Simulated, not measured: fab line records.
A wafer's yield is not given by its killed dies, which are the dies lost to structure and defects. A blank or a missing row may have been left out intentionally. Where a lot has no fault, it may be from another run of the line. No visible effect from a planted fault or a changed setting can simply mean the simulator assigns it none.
fab line records	flow n5-finfet
record lots=7	wafers=21
route steps=1938 shown BEOL_M5@1160 BEOL_M6@1218 BEOL_M7@1270
start-h: hours from the record's opening day to when the first of the lot's shown wafers began	wait-h: hours since the lot's step before	" as in the row above	L1.1+2: a row that stands for several wafers	- value missing, or start not given	* or withheld: withheld	< > ~ a bound
route shown NAME@n: a module of which the file shows steps, and the number in the route of the first	usual: mean and standard deviation over wafers with no fault	same: alike in all rows	chamber/n: place in a boat	sites: per-site readings	_std_site: the values' standard deviation	_edge_site: inner sites' mean taken away from outer sites' mean	radius-mm: for every site, how far away it sits from the centre of the wafer	mask NAME#n: copy n	behind: the last tool/chamber to shape the wafer	hold: reason for holding the lot/hours on hold/outcome of the hold	device: names the non-switching transistor (n, p or np)	end of line: the same wafers' tests at the end of the route	a step given without rows: its recipe and nothing more	killed: count of dies lost to structure and defects at first sort (not the wafer's yield)	map: per-die view of a wafer (x killed, . not killed, _ where there is no die)
set.NAME: the run value of the setting; set.NAME@STEP: its run value at that earlier step	model.NAME: the simulator's own value behind a step, which no gauge read
lots whose settings were changed on purpose; a table a step, a row a wafer
## steps
# step N5_BEOL_M5_TRENCH_ETCH_37
# recipe chemistry=C4F6/O2	target-depth-a=716.52	target=SiCOH_lowk	time-s=24.7	ion-energy-ev=250	pressure-mtorr=30	source-w=345	bias-w=185	Ar_flow_sccm=300	C4F6_flow_sccm=10	O2_flow_sccm=10
lot.wafer	tool	chamber	start-h	wait-h	set.time-s	model.BEOL_M5.feature-depth-nm	model.etch.depth-nm
L077.1	rie-diel-03	3	-	-	19.82	58.6	58.68
L077.3	"	1	"	"	19.82	57.6	57.54
L077.4	"	2	"	"	24.7	71.6	71.6
L081.3	rie-diel-04	2	-	-	24.7	69.8	69.76
L081.5	"	2	"	"	24.7	69.2	69.27
L081.6	"	1	"	"	24.7	71.4	71.44
L088.1	rie-diel-02	1	-	-	24.7	70.4	70.43
L088.3	"	3	"	"	24.7	73.4	73.36
L088.5	"	0	"	"	24.7	69.2	69.15
L090.1	rie-diel-02	2	-	-	24.7	72.6	72.51
L090.4	"	0	"	"	24.7	68.2	68.14
L090.5	"	0	"	"	24.7	67.4	67.46
L091.3	rie-diel-02	3	-	-	24.7	73	73.03
L091.4	"	3	"	"	24.7	72.8	72.89
L091.6	"	2	"	"	24.7	73.4	73.38
L095.3	rie-diel-03	2	-	-	19.5	55.6	55.63
L095.4	"	1	"	"	19.5	57.2	57.24
L095.6	"	1	"	"	24.7	72.2	72.26
L096.1	rie-diel-03	2	-	-	24.7	69.8	69.79
L096.4	"	0	"	"	24.7	72	72.04
L096.5	"	2	"	"	24.7	70.2	70.18
# step N5_BEOL_M5_ETCH_41
# recipe chemistry=CH3F/O2	target=SiCN	target-depth-a=315	taper-deg=2	time-s=56.7	ion-energy-ev=120	mask-material=TiN	pressure-mtorr=30	source-w=395	bias-w=75	Ar_flow_sccm=150	CH3F_flow_sccm=30	O2_flow_sccm=20
# step N5_BEOL_M5_STRIP_91
# recipe chemistry=N2/H2	time-s=10	power-w=450	temp-c=40	pressure-mtorr=20	rf-frequency-hz=6e+07	bias-power-w=7	n2-flow-sccm=200	h2-flow-sccm=200
# step N5_BEOL_M5_OCD_MEAS_38
# usual trench-depth-nm=71.1/1.4
lot.wafer	tool	chamber	start-h	wait-h	set.time-s@BEOL_M5_TRENCH_ETCH_37	trench-depth-nm
L077.1	ocd-02	-	195.92	-	19.82	58.8
L077.3	"	-	"	"	19.82	57.4
L077.4	"	-	"	"	24.7	71.9
L081.3	ocd-02	-	228.90	-	24.7	69.7
L081.5	"	-	"	"	24.7	69.3
L081.6	"	-	"	"	24.7	71.1
L088.1	ocd-02	-	262.52	-	24.7	70.3
L088.3	"	-	"	"	24.7	73.2
L088.5	"	-	"	"	24.7	69.4
L090.1	ocd-01	-	269.41	-	24.7	72.7
L090.4	"	-	"	"	24.7	67.8
L090.5	"	-	"	"	24.7	67.2
L091.3	ocd-01	-	286.62	-	24.7	72.9
L091.4	"	-	"	"	24.7	72.8
L091.6	"	-	"	"	24.7	73.5
L095.3	ocd-02	-	303.40	-	19.5	55.8
L095.4	"	-	"	"	19.5	57.1
L095.6	"	-	"	"	24.7	72.4
L096.1	ocd-02	-	314.29	-	24.7	69.6
L096.4	"	-	"	"	24.7	72.0
L096.5	"	-	"	"	24.7	70.3
# step N5_BEOL_M5_HM_STRIP_39
# recipe chemistry=peroxide-tin-strip	material=TiN	target-depth-a=250	temp-c=50	time-s=158
# step N5_BEOL_M5_SRD_40
# recipe time-s=30	temp-c=23	rinse-liquid=diw	dry=ipa-marangoni
# step N5_BEOL_M5_ECD_50
# recipe material=Cu	target-thk-a=3000
# step N5_BEOL_M5_ANNEAL_51
# recipe temp-c=225	time-s=90	ambient=N2
# step N5_BEOL_M5_CMP_52
# recipe stop-on=SiCOH_lowk	t-overpolish-s=6.9	down-force-psi=1	platen-rpm=50	clearing-platen-down-force-psi=1.5	clearing-platen-rpm=50	post-cmp-clean=cu-alkaline	target-thk-nm=62	clearing-platen-pad-velocity-m-s=0.99484	pad-velocity-m-s=0.99484
lot.wafer	tool	chamber	start-h	wait-h	set.time-s@BEOL_M5_TRENCH_ETCH_37	model.Cu_of_BEOL_M5_ECD_50.thk-nm
L077.3	cmp-03	3	203.48	0.2	19.82	47
L077.1	"	0	"	"	19.82	47.4
L077.4	"	1	"	"	24.7	59.4
L081.3	cmp-03	3	235.75	0.2	24.7	61.6
L081.5	"	3	"	"	24.7	61.8
L081.6	"	0	"	"	24.7	64.2
L088.1	cmp-04	0	269.52	0.3	24.7	62
L088.3	"	2	"	"	24.7	63
L088.5	"	0	"	"	24.7	60.2
L090.1	cmp-03	1	276.07	0.3	24.7	62.8
L090.4	"	3	"	"	24.7	60.2
L090.5	"	0	"	"	24.7	58.4
L091.4	cmp-04	0	295.38	0.1	24.7	64.4
L091.3	"	2	"	"	24.7	63.8
L091.6	"	1	"	"	24.7	62.4
L095.4	cmp-03	0	309.67	0.1	19.5	47.6
L095.3	"	1	"	"	19.5	42.6
L095.6	"	1	"	"	24.7	61
L096.4	cmp-03	3	324.96	0.1	24.7	63
L096.1	"	0	"	"	24.7	60
L096.5	"	3	"	"	24.7	61.2
# step N5_BEOL_M5_THK_MEAS_53
# recipe thk-meas-gauge=xrf	reads=Cu_of_BEOL_M5_ECD_50
# usual M5_THK=62.4/1.9
lot.wafer	tool	chamber	start-h	wait-h	set.time-s@BEOL_M5_TRENCH_ETCH_37	M5_THK[nm]
L077.1	film-metro-01	-	203.77	-	19.82	48.3
L077.3	"	-	"	"	19.82	48.0
L077.4	"	-	"	"	24.7	60.7
L081.3	film-metro-01	-	236.04	-	24.7	62.1
L081.5	"	-	"	"	24.7	62.4
L081.6	"	-	"	"	24.7	64.5
L088.1	film-metro-01	-	269.82	-	24.7	62.8
L088.3	"	-	"	"	24.7	64.1
L088.5	"	-	"	"	24.7	61.0
L090.1	film-metro-01	-	276.32	-	24.7	63.8
L090.4	"	-	"	"	24.7	60.9
L090.5	"	-	"	"	24.7	59.0
L091.3	film-metro-02	-	295.67	-	24.7	65.0
L091.4	"	-	"	"	24.7	65.6
L091.6	"	-	"	"	24.7	63.3
L095.3	film-metro-01	-	309.97	-	19.5	43.3
L095.4	"	-	"	"	19.5	48.0
L095.6	"	-	"	"	24.7	61.6
L096.1	film-metro-01	-	325.26	-	24.7	61.3
L096.4	"	-	"	"	24.7	64.5
L096.5	"	-	"	"	24.7	62.3
# step N5_BEOL_M5_PRE_CLEAN_77
# recipe gas=NH3/H2	time-s=15	temp-c=*	rf-power-w=300
# step N5_BEOL_M5_CO_CAP_78
# recipe material=Co	target-thk-a=20	temp-c=200	precursor=CCTBA/H2	pressure-torr=30	time-s=102.1
# step N5_BEOL_M5_PRE_CLEAN_55
# recipe gas=NH3	time-s=15	temp-c=withheld	rf-power-w=300
# step N5_BEOL_M5_DEP_56
# recipe material=SiCN	target-thk-a=80	temp-c=withheld	precursor=3MS/NH3	pressure-torr=3	rf-w=202	time-s=14
# step N5_BEOL_M5_RS_MEAS_57
# recipe thk-meas-gauge=four-point-probe	reads=Co_of_BEOL_M5_CO_CAP_78+Cu_of_BEOL_M5_ECD_50+Co_of_BEOL_M5_CVD_47+TaN_of_BEOL_M5_ALD_86
# usual M5_RS=0.392/0.014
lot.wafer	tool	chamber	start-h	wait-h	set.time-s@BEOL_M5_TRENCH_ETCH_37	M5_RS[ohm/sq]
L077.1	film-metro-01	-	204.03	0.0	19.82	0.540
L077.3	"	-	"	"	19.82	0.543
L077.4	"	-	"	"	24.7	0.406
L081.3	film-metro-01	-	236.53	0.1	24.7	0.391
L081.5	"	-	"	"	24.7	0.388
L081.6	"	-	"	"	24.7	0.371
L088.1	film-metro-01	-	270.13	0.0	24.7	0.387
L088.3	"	-	"	"	24.7	0.379
L088.5	"	-	"	"	24.7	0.401
L090.1	film-metro-01	-	276.58	0.0	24.7	0.382
L090.4	"	-	"	"	24.7	0.401
L090.5	"	-	"	"	24.7	0.417
L091.3	film-metro-01	-	295.95	0.1	24.7	0.373
L091.4	"	-	"	"	24.7	0.370
L091.6	"	-	"	"	24.7	0.385
L095.3	film-metro-01	-	310.24	0.1	19.5	0.614
L095.4	"	-	"	"	19.5	0.537
L095.6	"	-	"	"	24.7	0.395
L096.1	film-metro-01	-	325.55	0.1	24.7	0.402
L096.4	"	-	"	"	24.7	0.379
L096.5	"	-	"	"	24.7	0.393
# step N5_BEOL_M6_COAT_63
# recipe resist=SOC	temp-c=250	time-s=60	spin-rpm=1500	resist-thk-nm=60
lot.wafer	tool	chamber	start-h	wait-h	set.spin-rpm	model.SOC_of_BEOL_M6_COAT_63.thk-nm
L077.1+3	litho-track-01	0	211.38	2.9	1368	63
L077.4	"	0	"	"	1500	60
L081.3	litho-track-01	0	242.34	0.0	1500	59.8
L081.5	"	0	"	"	1644	57.4
L081.6	"	0	"	"	1644	57.2
L088.1	litho-track-03	0	275.14	0.0	1500	59.6
L088.3	"	0	"	"	1592	58.2
L088.5	"	0	"	"	1500	60
L090.1+4	litho-track-01	0	279.23	0.0	1500	60.2
L090.5	"	0	"	"	1500	60
L091.3	litho-track-01	0	298.41	0.3	1500	60
L091.4+6	"	0	"	"	1351	63
L095.3	litho-track-03	0	313.85	0.1	1414	61.6
L095.4+6	"	0	"	"	1500	60
L096.1+5	litho-track-03	0	329.17	0.0	1619	58
L096.4	"	0	"	"	1500	60.2
# step N5_BEOL_M6_COAT_22
# recipe resist=CAR-EUV	spin-rpm=1500	resist-thk-nm=30
lot.wafer	tool	chamber	start-h	wait-h	set.spin-rpm	model.CAR-EUV_of_BEOL_M6_COAT_22.thk-nm
L077.1	litho-track-01	0	-	-	1500	29.8
L077.3	"	0	"	"	1333	31.6
L077.4	"	0	"	"	1333	31.8
L081.3	litho-track-01	0	-	-	1500	30.2
L081.5+6	"	0	"	"	1500	30
L088.1+3+5	litho-track-03	0	-	-	1500	29.8
L090.1+4+5	litho-track-01	0	-	-	1500	30
L091.3+4	litho-track-01	0	-	-	1636	28.6
L091.6	"	0	"	"	1500	29.8
L095.3+4+6	litho-track-03	0	-	-	1500	30
L096.1+4	litho-track-03	0	-	-	1340	31.8
L096.5	"	0	"	"	1500	30
# step N5_BEOL_M6_EBR_24
# recipe solvent=PGMEA	ebr-width-mm=1.5
# step N5_BEOL_M6_SOFTBAKE_23
# recipe temp-c=110	time-s=60	resist=CAR-EUV
# step N5_BEOL_M6_ETCH_72
# recipe chemistry=N2/H2	target=underlayer	target-depth-a=65	mask-material=CAR-EUV	time-s=5.2	ion-energy-ev=200	pressure-mtorr=30	source-w=840	bias-w=150	n2-flow-sccm=200	h2-flow-sccm=200	ends=cleared
# step N5_BEOL_M6_ETCH_65
# recipe chemistry=CF4	target=SiARC	target-depth-a=156	mask-material=CAR-EUV	time-s=26	ion-energy-ev=80	pressure-mtorr=40	source-w=545	bias-w=36	Ar_flow_sccm=100	cf4-flow-sccm=100	ends=cleared
# step N5_BEOL_M6_ETCH_66
# recipe chemistry=N2/H2	target=SOC	target-depth-a=800	overetch-a=160	mask-material=SiARC	temp-c=40	time-s=120	ion-energy-ev=200	pressure-mtorr=30	source-w=840	bias-w=150	n2-flow-sccm=200	h2-flow-sccm=200
lot.wafer	tool	chamber	start-h	wait-h	set.spin-rpm@BEOL_M6_COAT_63	model.etch.depth-nm
L077.1	rie-diel-05	3	211.89	0.0	1368	63.05
L077.3	"	0	"	"	1368	62.95
L077.4	"	2	"	"	1500	60.07
L081.3	rie-diel-05	0	242.81	0.0	1500	59.86
L081.5	"	3	"	"	1644	57.31
L081.6	"	1	"	"	1644	57.28
L088.1	rie-diel-06	2	275.61	0.0	1500	59.68
L088.3	"	1	"	"	1592	58.22
L088.5	"	1	"	"	1500	59.98
L090.1	rie-diel-01	1	280.30	0.0	1500	60.12
L090.4	"	0	"	"	1500	60.11
L090.5	"	2	"	"	1500	60.03
L091.3	rie-diel-06	1	298.89	0.0	1500	59.95
L091.4	"	2	"	"	1351	63.06
L091.6	"	0	"	"	1351	63.1
L095.3	rie-diel-06	0	314.48	0.0	1414	61.69
L095.4	"	2	"	"	1500	60.02
L095.6	"	1	"	"	1500	60.01
L096.1	rie-diel-05	2	329.93	0.0	1619	57.9
L096.4	"	1	"	"	1500	60.29
L096.5	"	2	"	"	1619	58.09
# step N5_BEOL_M6_STRIP_69
# recipe chemistry=N2/H2	temp-c=40	n2-flow-sccm=200	h2-flow-sccm=200	rf-frequency-hz=6e+07
# step N5_BEOL_M6_STRIP_73
# recipe chemistry=N2/H2	temp-c=40	n2-flow-sccm=200	h2-flow-sccm=200	rf-frequency-hz=6e+07
# step N5_BEOL_M6_VIA_ETCH_34
# recipe chemistry=C4F6/O2	target=SiCOH_lowk	target-depth-a=1263	mask-material=SOC	taper-deg=4	time-s=50.9	ion-energy-ev=250	pressure-mtorr=30	source-w=345	bias-w=185	Ar_flow_sccm=300	C4F6_flow_sccm=10	O2_flow_sccm=10
lot.wafer	tool	chamber	start-h	wait-h	set.spin-rpm@BEOL_M6_COAT_63	model.SOC_of_BEOL_M6_COAT_63.thk-nm
L077.1+3	rie-diel-05	3,0	211.99	0.0	1368	57.2
L077.4	"	2	"	"	1500	54
L081.3	rie-diel-05	0	242.91	0.0	1500	54
L081.5	"	3	"	"	1644	51.4
L081.6	"	1	"	"	1644	50.8
L088.1	rie-diel-06	2	275.71	0.0	1500	53.6
L088.3	"	1	"	"	1592	52
L088.5	"	1	"	"	1500	53.8
L090.1	rie-diel-01	1	280.40	0.0	1500	54.4
L090.4	"	0	"	"	1500	54
L090.5	"	2	"	"	1500	53.8
L091.3	rie-diel-06	1	298.99	0.0	1500	53.8
L091.4	"	2	"	"	1351	57
L091.6	"	0	"	"	1351	57.2
L095.3	rie-diel-06	0	314.58	0.0	1414	55.6
L095.4	"	2	"	"	1500	54
L095.6	"	1	"	"	1500	53.8
L096.1	rie-diel-05	2	330.03	0.0	1619	51.8
L096.4	"	1	"	"	1500	54
L096.5	"	2	"	"	1619	52
# step N5_BEOL_M7_COAT_05
# recipe resist=CAR-ArF	spin-rpm=1500	resist-thk-nm=90
lot.wafer	tool	chamber	start-h	wait-h	set.spin-rpm	model.CAR-ArF_of_BEOL_M7_COAT_05.thk-nm
L077.1+3	litho-track-03	0	-	-	1500	89.8
L077.4	"	0	"	"	1379	93.6
L081.3	litho-track-02	0	-	-	1500	90.2
L081.5	"	0	"	"	1584	87.6
L081.6	"	0	"	"	1584	87.8
L088.1	litho-track-05	0	-	-	1500	90.2
L088.3	"	0	"	"	1661	85.8
L088.5	"	0	"	"	1661	85.6
L090.1	litho-track-02	0	-	-	1500	90.2
L090.4	"	0	"	"	1500	90.4
L090.5	"	0	"	"	1500	90
L091.3	litho-track-05	0	-	-	1607	87
L091.4	"	0	"	"	1500	89.8
L091.6	"	0	"	"	1607	86.6
L095.3	litho-track-05	0	-	-	1587	87.4
L095.4	"	0	"	"	1500	89.8
L095.6	"	0	"	"	1500	90
L096.1	litho-track-02	0	-	-	1500	90.8
L096.4+5	"	0	"	"	1555	89
# step N5_BEOL_M7_EXPOSE_08
# recipe mask-id=M7	na=1.35	source-shape=dipole	sigma-inner=0.817	sigma-outer=0.97	polarization=te	dose-mj=68.25
lot.wafer	tool	chamber	start-h	wait-h	mask	set.dose-mj
L077.1+3+4	arfi-scanner-02	0	218.97	-	M7#0	66.97
L081.3+5	arfi-scanner-03	0	249.46	-	M7#0	68.25
L081.6	"	0	"	"	M7#0	73.05
L088.1+3	arfi-scanner-03	0	283.39	-	M7#0	72.08
L088.5	"	0	"	"	M7#0	68.25
L090.1+4+5	arfi-scanner-01	0	286.92	-	M7#0	68.25
L091.3+4+6	arfi-scanner-03	0	309.75	-	M7#0	68.25
L095.3+4+6	arfi-scanner-01	0	321.96	-	M7#0	68.25
L096.1+4	arfi-scanner-01	0	337.37	-	M7#0	68.25
L096.5	"	0	"	"	M7#0	71.12
# step N5_BEOL_M7_PEB_09
# recipe peb-temp-c=withheld	peb-time-s=60	resist=CAR-ArF
# step N5_BEOL_M7_DEVELOP_10
# recipe develop-time-s=30	developer=TMAH	resist=CAR-ArF	rinse-liquid=diw	dry=air-spin	dev-temp-c=23
lot.wafer	tool	chamber	start-h	wait-h	set.spin-rpm@BEOL_M7_COAT_05	model.CAR-ArF_of_BEOL_M7_COAT_05.thk-nm
L077.1	litho-track-05	0	-	-	1500	88
L077.3	"	0	"	"	1500	88.2
L077.4	"	0	"	"	1379	91.8
L081.3	litho-track-05	0	-	-	1500	88.4
L081.5+6	"	0	"	"	1584	86
L088.1	litho-track-03	0	-	-	1500	88.4
L088.3	"	0	"	"	1661	84
L088.5	"	0	"	"	1661	83.8
L090.1+4	litho-track-02	0	-	-	1500	88.6
L090.5	"	0	"	"	1500	88.4
L091.3	litho-track-03	0	-	-	1607	85.2
L091.4	"	0	"	"	1500	88
L091.6	"	0	"	"	1607	85
L095.3	litho-track-05	0	-	-	1587	85.8
L095.4+6	"	0	"	"	1500	88.2
L096.1	litho-track-03	0	-	-	1500	89
L096.4	"	0	"	"	1555	87.4
L096.5	"	0	"	"	1555	87.2
# step N5_BEOL_M7_CD_MEAS_11
# recipe target-cd-nm=38.5	landing-energy-ev=500	detector=se-inlens	polarity=opening
# usual cd-nm=38.6/0.43
lot.wafer	tool	chamber	start-h	wait-h	set.dose-mj@BEOL_M7_EXPOSE_08	cd-nm
L077.1	cd-sem-01	0	219.10	-	66.97	37.8
L077.3	"	0	"	"	66.97	37.8
L077.4	"	0	"	"	66.97	37.8
L081.3	cd-sem-01	0	249.57	-	68.25	38.8
L081.5	"	0	"	"	68.25	38.7
L081.6	"	0	"	"	73.05	42.8
L088.1	cd-sem-02	0	283.51	-	72.08	41.1
L088.3	"	0	"	"	72.08	41.2
L088.5	"	0	"	"	68.25	38.7
L090.1	cd-sem-02	0	287.04	-	68.25	38.6
L090.4	"	0	"	"	68.25	38.9
L090.5	"	0	"	"	68.25	38.7
L091.3	cd-sem-01	0	309.87	-	68.25	38.3
L091.4	"	0	"	"	68.25	38.1
L091.6	"	0	"	"	68.25	38.6
L095.3	cd-sem-01	0	322.08	-	68.25	38.1
L095.4	"	0	"	"	68.25	37.9
L095.6	"	0	"	"	68.25	38.0
L096.1	cd-sem-03	0	337.50	-	68.25	38.9
L096.4	"	0	"	"	68.25	38.8
L096.5	"	0	"	"	71.12	40.8
# step N5_BEOL_M7_DESCUM_16
# recipe chemistry=O2	time-s=7.9	source-power-w=50	bias-power-w=20	pressure-mtorr=20	rf-frequency-hz=2.712e+07	temp-c=40	resist=CAR-ArF	o2-flow-sccm=225
# step N5_BEOL_M7_ETCH_61
# recipe chemistry=CF4	target=SiARC	target-depth-a=455	mask-material=CAR-ArF	time-s=75.8	ion-energy-ev=80	pressure-mtorr=40	source-w=545	bias-w=36	Ar_flow_sccm=100	cf4-flow-sccm=100	ends=cleared
lot.wafer	tool	chamber	start-h	wait-h	set.dose-mj@BEOL_M7_EXPOSE_08	model.BEOL_M7.cd-offset-nm
L077.1	rie-diel-04	2	219.22	0.0	66.97	-1
L077.3+4	"	3,0	"	"	66.97	-0.6
L081.3	rie-diel-02	3	249.69	0.0	68.25	0.4
L081.5	"	0	"	"	68.25	0.2
L081.6	"	1	"	"	73.05	4.2
L088.1+3	rie-diel-04	2,3	283.64	0.0	72.08	2.6
L088.5	"	3	"	"	68.25	0.2
L090.1	rie-diel-03	3	287.17	0.0	68.25	0
L090.4	"	1	"	"	68.25	0.6
L090.5	"	3	"	"	68.25	-0.2
L091.3	rie-diel-02	2	310.07	0.0	68.25	0
L091.4	"	1	"	"	68.25	-0.8
L091.6	"	2	"	"	68.25	0.2
L095.3+6	rie-diel-02	1,3	322.56	0.0	68.25	-0.4
L095.4	"	2	"	"	68.25	-0.2
L096.1+4	rie-diel-03	2,1	337.62	0.0	68.25	0.2
L096.5	"	2	"	"	71.12	2
# step N5_BEOL_M7_ETCH_62
# recipe chemistry=N2/H2	target=SOC	target-depth-a=1100	overetch-a=220	mask-material=SiARC	temp-c=40	time-s=165	ion-energy-ev=200	pressure-mtorr=30	source-w=840	bias-w=150	n2-flow-sccm=200	h2-flow-sccm=200
lot.wafer	tool	chamber	start-h	wait-h	set.dose-mj@BEOL_M7_EXPOSE_08	model.BEOL_M7.cd-offset-nm
L077.1	rie-diel-04	2	219.28	0.0	66.97	-1
L077.3	"	3	"	"	66.97	-0.2
L077.4	"	0	"	"	66.97	-0.4
L081.3+5	rie-diel-02	3,0	249.75	0.0	68.25	0.6
L081.6	"	1	"	"	73.05	4.6
L088.1	rie-diel-04	2	283.69	0.0	72.08	2.6
L088.3	"	3	"	"	72.08	3
L088.5	"	3	"	"	68.25	0.4
L090.1	rie-diel-03	3	287.22	0.0	68.25	-0.2
L090.4	"	1	"	"	68.25	0.6
L090.5	"	3	"	"	68.25	-0.4
L091.3	rie-diel-02	2	310.12	0.0	68.25	-0.2
L091.4	"	1	"	"	68.25	-0.6
L091.6	"	2	"	"	68.25	0.2
L095.3	rie-diel-02	1	322.62	0.0	68.25	-0.2
L095.4+6	"	2,3	"	"	68.25	-0.4
L096.1+4	rie-diel-03	2,1	337.68	0.0	68.25	0.4
L096.5	"	2	"	"	71.12	2.4
## key
split step=N5_BEOL_M5_TRENCH_ETCH_37	setting=time-s	stated=24.7	by=wafer
response step=N5_BEOL_M5_TRENCH_ETCH_37	reading=model.BEOL_M5.feature-depth-nm	change=+0.719	per=1%	r=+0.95
response step=N5_BEOL_M5_TRENCH_ETCH_37	reading=model.etch.depth-nm	change=+0.719	per=1%	r=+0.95
response step=N5_BEOL_M5_OCD_MEAS_38	reading=trench-depth-nm	change=+0.729	per=1%	r=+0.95
response step=N5_BEOL_M5_CMP_52	reading=model.Cu_of_BEOL_M5_ECD_50.thk-nm	change=+0.691	per=1%	r=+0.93
response step=N5_BEOL_M5_THK_MEAS_53	reading=M5_THK	change=+0.699	per=1%	r=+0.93
response step=N5_BEOL_M5_RS_MEAS_57	reading=M5_RS	change=-0.00778	per=1%	r=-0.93
split step=N5_BEOL_M6_COAT_63	setting=spin-rpm	stated=1500	by=wafer
response step=N5_BEOL_M6_COAT_63	reading=model.SOC_of_BEOL_M6_COAT_63.thk-nm	change=-0.29	per=1%	r=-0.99
response step=N5_BEOL_M6_ETCH_66	reading=model.etch.depth-nm	change=-0.297	per=1%	r=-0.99
response step=N5_BEOL_M6_VIA_ETCH_34	reading=model.SOC_of_BEOL_M6_COAT_63.thk-nm	change=-0.313	per=1%	r=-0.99
split step=N5_BEOL_M6_COAT_22	setting=spin-rpm	stated=1500	by=wafer
response step=N5_BEOL_M6_COAT_22	reading=model.CAR-EUV_of_BEOL_M6_COAT_22.thk-nm	change=-0.16	per=1%	r=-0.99
split step=N5_BEOL_M7_COAT_05	setting=spin-rpm	stated=1500	by=wafer
response step=N5_BEOL_M7_COAT_05	reading=model.CAR-ArF_of_BEOL_M7_COAT_05.thk-nm	change=-0.438	per=1%	r=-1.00
response step=N5_BEOL_M7_DEVELOP_10	reading=model.CAR-ArF_of_BEOL_M7_COAT_05.thk-nm	change=-0.428	per=1%	r=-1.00
split step=N5_BEOL_M7_EXPOSE_08	setting=dose-mj	stated=68.25	by=wafer
response step=N5_BEOL_M7_CD_MEAS_11	reading=cd-nm	change=+0.512	per=1%	r=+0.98
response step=N5_BEOL_M7_ETCH_61	reading=model.BEOL_M7.cd-offset-nm	change=+0.491	per=1%	r=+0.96
response step=N5_BEOL_M7_ETCH_62	reading=model.BEOL_M7.cd-offset-nm	change=+0.507	per=1%	r=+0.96
